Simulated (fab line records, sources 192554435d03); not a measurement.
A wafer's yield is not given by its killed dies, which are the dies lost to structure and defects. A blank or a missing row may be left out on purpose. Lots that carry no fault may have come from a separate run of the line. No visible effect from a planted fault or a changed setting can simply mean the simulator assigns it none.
Split-lot experiment -- flow n5-finfet -- 21 wafers read from 7 lots, route of 1938 steps

== ABOUT THE SPLIT ==
At N5_BEOL_M8_ILD_DEP_00 (deposits SiCOH lowk from DEMS/porogen, target thk 179.75 nm, time 33.4 s), the setting time-s was moved away from the recipe's 33.4 s on 7 of the 21 wafers read, by -14.1% to +13.2%. For the rest of the wafers, this setting stayed at what the recipe calls for.

== BETWEEN THE SPLIT AND THE READING: the file shows 1 step in between ==
- N5_BEOL_M8_CURE_74: cures SiCOH lowk, time 240 s

== THE READING ==
Values of M8_ILD_THK in nm from N5_BEOL_M8_THK_MEAS_01. A value of 155.3 nm with a standard deviation of 1.9 nm is what fault-free wafers of this fab line usually give.

wafer,"tool, chamber at the split","time-s as run, s",against the recipe,"M8_ILD_THK, nm",against lot-mates on the recipe
L074.1,"pecvd-04, 1",33.4,recipe,155.7,-
L074.4,"pecvd-04, 2",33.4,recipe,159.3,-
L074.5,"pecvd-04, 0",33.4,recipe,159.6,-
L080.1,"pecvd-01, 2",28.69,-14.1%,132.8,-25.3
L080.3,"pecvd-01, 1",28.69,-14.1%,133.4,-24.7
L080.6,"pecvd-01, 0",33.4,recipe,158.1,-
L084.1,"pecvd-02, 2",33.4,recipe,152.1,-
L084.2,"pecvd-02, 1",33.4,recipe,153.7,-
L084.3,"pecvd-02, 0",33.4,recipe,152.4,-
L087.2,"pecvd-04, 0",36.85,+10.3%,171.9,+16.0
L087.3,"pecvd-04, 2",33.4,recipe,154.5,-
L087.6,"pecvd-04, 1",33.4,recipe,157.3,-
L091.1,"pecvd-04, 2",33.4,recipe,154.2,-
L091.4,"pecvd-04, 2",30.22,-9.5%,143.7,-10.5
L091.5,"pecvd-04, 0",30.22,-9.5%,143.5,-10.7
L094.1,"pecvd-02, 0",33.4,recipe,151.5,-
L094.3,"pecvd-02, 2",37.82,+13.2%,175.4,+23.9
L094.5,"pecvd-02, 0",37.82,+13.2%,176.4,+24.9
L095.3,"pecvd-04, 1",33.4,recipe,151.6,-
L095.4,"pecvd-04, 1",33.4,recipe,157.3,-
L095.6,"pecvd-04, 0",33.4,recipe,158.8,-

THE FIT
A straight line over all 21 wafers: M8_ILD_THK changes by +1.51 nm for each +1% of time-s; r = +0.97; the points scatter about the line by 2.6 nm.
The same after taking each lot's own level away (the mean of its wafers on the recipe; 21 wafers): +1.66 nm for each +1%; r = +0.98; scatter 2.4 nm.
According to that fit, moving time-s by its largest amount changes the reading by 23 nm.
Measured against the standard deviation above, the lots' own levels, which go from 151.50 to 158.20 nm, span 3.5 times it.
Hence the lot-to-lot level has little effect on the slope; both slopes agree.
Check: with one of the wafers moved furthest among these (-14.1%) left out of the fit, the line predicts -22.2 nm for it against its lot-mates. Against them it came out at -25.3 nm.

== THE OTHER SPLITS THESE WAFERS WENT THROUGH ==
Other splits were also applied to these wafers ahead of the reading. Each is held against what the fit with the lots' levels taken away leaves over:
other split on the same wafers,wafers away from the commonest value,r with M8_ILD_THK (lot level and that fit taken away)
N5_BEOL_M7_ETCH_41 source-w,8,-0.11

== THE WHOLE CHAIN: every reading that the file lists as answering this split, in the file's order ==
step,what it does,reading,change (the file's fit),r (the file's)
N5_BEOL_M8_ILD_DEP_00,"deposits SiCOH lowk from DEMS/porogen, target thk 179.75 nm, time 33.4 s","SiCOH_lowk_of_BEOL_M8_ILD_DEP_00.thk-nm (the simulator's own value, which no gauge read)",+1.9 nm for each +1% of the setting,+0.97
N5_BEOL_M8_CURE_74,"cures SiCOH lowk, time 240 s","SiCOH_lowk_of_BEOL_M8_ILD_DEP_00.thk-nm (the simulator's own value, which no gauge read)",+1.65 nm for each +1% of the setting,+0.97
N5_BEOL_M8_THK_MEAS_01,,M8_ILD_THK,+1.65 for each +1% of the setting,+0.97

== FILE'S OWN FIT ==
M8_ILD_THK changes by +1.65 nm for each +1% of time-s, r = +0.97.
